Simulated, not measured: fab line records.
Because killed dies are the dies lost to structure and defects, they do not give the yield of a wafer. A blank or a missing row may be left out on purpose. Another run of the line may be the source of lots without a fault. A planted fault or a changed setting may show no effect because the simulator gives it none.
Chamber matching :: flow nand_harc :: NHARC_A_M0_ETCH_34 on rie_diel-12: 4 sister chambers
The step etches the open film in N2/H2, target depth 40 nm, overetch 12 nm, time 43.94 s. 22 wafers are shown with their chamber, then 11 later ones without.

WAFERS, EACH WITH ITS CHAMBER
wafer: L075.1
chamber: 3
drypump_motor_current_A (A): 5.7
rf_vpp_V (V): 434.0
oes_product_au (a.u.): 1.003

wafer: L075.2
chamber: 0
drypump_motor_current_A (A): 5.9
rf_vpp_V (V): 426.4
oes_product_au (a.u.): 1.028

wafer: L075.3
chamber: 1
drypump_motor_current_A (A): 5.3
rf_vpp_V (V): 433.4
oes_product_au (a.u.): 1.007

wafer: L078.3
chamber: 1
drypump_motor_current_A (A): 5.3
rf_vpp_V (V): 435.1
oes_product_au (a.u.): 0.988

wafer: L078.4
chamber: 2
drypump_motor_current_A (A): 5.4
rf_vpp_V (V): 426.7
oes_product_au (a.u.): 1.015

wafer: L078.6
chamber: 0
drypump_motor_current_A (A): 5.9
rf_vpp_V (V): 428.6
oes_product_au (a.u.): 1.016

wafer: L079.2
chamber: 3
drypump_motor_current_A (A): 5.7
rf_vpp_V (V): 432.9
oes_product_au (a.u.): 0.988

wafer: L079.3
chamber: 2
drypump_motor_current_A (A): 5.3
rf_vpp_V (V): 428.2
oes_product_au (a.u.): 1.013

wafer: L079.5
chamber: 0
drypump_motor_current_A (A): 5.8
rf_vpp_V (V): 427.2
oes_product_au (a.u.): 1.010

wafer: L082.1
chamber: 1
drypump_motor_current_A (A): 5.4
rf_vpp_V (V): 433.9
oes_product_au (a.u.): 0.998

wafer: L082.2
chamber: 2
drypump_motor_current_A (A): 5.3
rf_vpp_V (V): 427.1
oes_product_au (a.u.): 1.012

wafer: L082.6
chamber: 0
drypump_motor_current_A (A): 5.9
rf_vpp_V (V): 427.0
oes_product_au (a.u.): 1.018

wafer: L080.1
chamber: 3
drypump_motor_current_A (A): 5.7
rf_vpp_V (V): 434.0
oes_product_au (a.u.): 1.007

wafer: L080.3
chamber: 1
drypump_motor_current_A (A): 5.3
rf_vpp_V (V): 435.0
oes_product_au (a.u.): 0.994

wafer: L080.6
chamber: 1
drypump_motor_current_A (A): 5.3
rf_vpp_V (V): 434.3
oes_product_au (a.u.): 1.007

wafer: L086.1
chamber: 0
drypump_motor_current_A (A): 5.9
rf_vpp_V (V): 427.2
oes_product_au (a.u.): 1.002

wafer: L086.3
chamber: 2
drypump_motor_current_A (A): 5.3
rf_vpp_V (V): 427.0
oes_product_au (a.u.): 1.011

wafer: L086.6
chamber: 2
drypump_motor_current_A (A): 5.3
rf_vpp_V (V): 427.0
oes_product_au (a.u.): 1.010

wafer: L088.3
chamber: 0
drypump_motor_current_A (A): 5.9
rf_vpp_V (V): 426.5
oes_product_au (a.u.): 0.996

wafer: L088.4
chamber: 1
drypump_motor_current_A (A): 5.4
rf_vpp_V (V): 434.1
oes_product_au (a.u.): 1.020

wafer: L088.5
chamber: 0
drypump_motor_current_A (A): 5.9
rf_vpp_V (V): 429.0
oes_product_au (a.u.): 0.998

wafer: L092.1
chamber: 3
drypump_motor_current_A (A): 5.7
rf_vpp_V (V): 432.2
oes_product_au (a.u.): 0.990

SIGNATURES, as means of the wafers listed above
reading: drypump_motor_current_A
chamber 0: 5.886
chamber 1: 5.333
chamber 2: 5.320
chamber 3: 5.700
scatter within a chamber: 0.0408

reading: rf_vpp_V
chamber 0: 427.414
chamber 1: 434.300
chamber 2: 427.200
chamber 3: 433.275
scatter within a chamber: 0.812

reading: oes_product_au
chamber 0: 1.00971
chamber 1: 1.00233
chamber 2: 1.01220
chamber 3: 0.99700
scatter within a chamber: 0.00988
Rule: a wafer's distance from a chamber is the root of the sum, over the readings, of the square of ((its reading less the chamber's mean) divided by the reading's scatter). If the next closest chamber is less than 2 further off than the closest, the wafer can't be placed; otherwise it belongs to the closest. The scatter: the root of (the sum of the squares of (reading less its chamber's mean) over the shown wafers, divided by (wafers less chambers)).

WAFERS WITH NO CHAMBER GIVEN
wafer: L092.4
drypump_motor_current_A (A): 5.9
rf_vpp_V (V): 428.4
oes_product_au (a.u.): 0.998

wafer: L092.5
drypump_motor_current_A (A): 5.4
rf_vpp_V (V): 427.5
oes_product_au (a.u.): 1.000

wafer: L090.1
drypump_motor_current_A (A): 5.8
rf_vpp_V (V): 428.0
oes_product_au (a.u.): 1.008

wafer: L090.4
drypump_motor_current_A (A): 5.4
rf_vpp_V (V): 434.3
oes_product_au (a.u.): 1.021

wafer: L090.5
drypump_motor_current_A (A): 5.9
rf_vpp_V (V): 426.3
oes_product_au (a.u.): 1.004

wafer: L095.2
drypump_motor_current_A (A): 5.9
rf_vpp_V (V): 427.2
oes_product_au (a.u.): 1.001

wafer: L095.3
drypump_motor_current_A (A): 5.7
rf_vpp_V (V): 434.7
oes_product_au (a.u.): 1.000

wafer: L095.6
drypump_motor_current_A (A): 5.9
rf_vpp_V (V): 427.9
oes_product_au (a.u.): 0.996

wafer: L096.1
drypump_motor_current_A (A): 5.3
rf_vpp_V (V): 426.2
oes_product_au (a.u.): 1.013

wafer: L096.5
drypump_motor_current_A (A): 5.7
rf_vpp_V (V): 431.3
oes_product_au (a.u.): 0.989

wafer: L096.6
drypump_motor_current_A (A): 5.9
rf_vpp_V (V): 427.6
oes_product_au (a.u.): 0.985

WHICH CHAMBER EACH ONE RAN IN
wafer: L092.4
from the rows above: 0
in truth: 0

wafer: L092.5
from the rows above: 2
in truth: 2

wafer: L090.1
from the rows above: 0
in truth: 0

wafer: L090.4
from the rows above: 1
in truth: 1

wafer: L090.5
from the rows above: 0
in truth: 0

wafer: L095.2
from the rows above: 0
in truth: 0

wafer: L095.3
from the rows above: 3
in truth: 3

wafer: L095.6
from the rows above: 0
in truth: 0

wafer: L096.1
from the rows above: 2
in truth: 2

wafer: L096.5
from the rows above: 3
in truth: 3

wafer: L096.6
from the rows above: 0
in truth: 0
Correctly placed: 11 of 11. Left unplaced by these rows: 0. Number placed wrongly: 0.
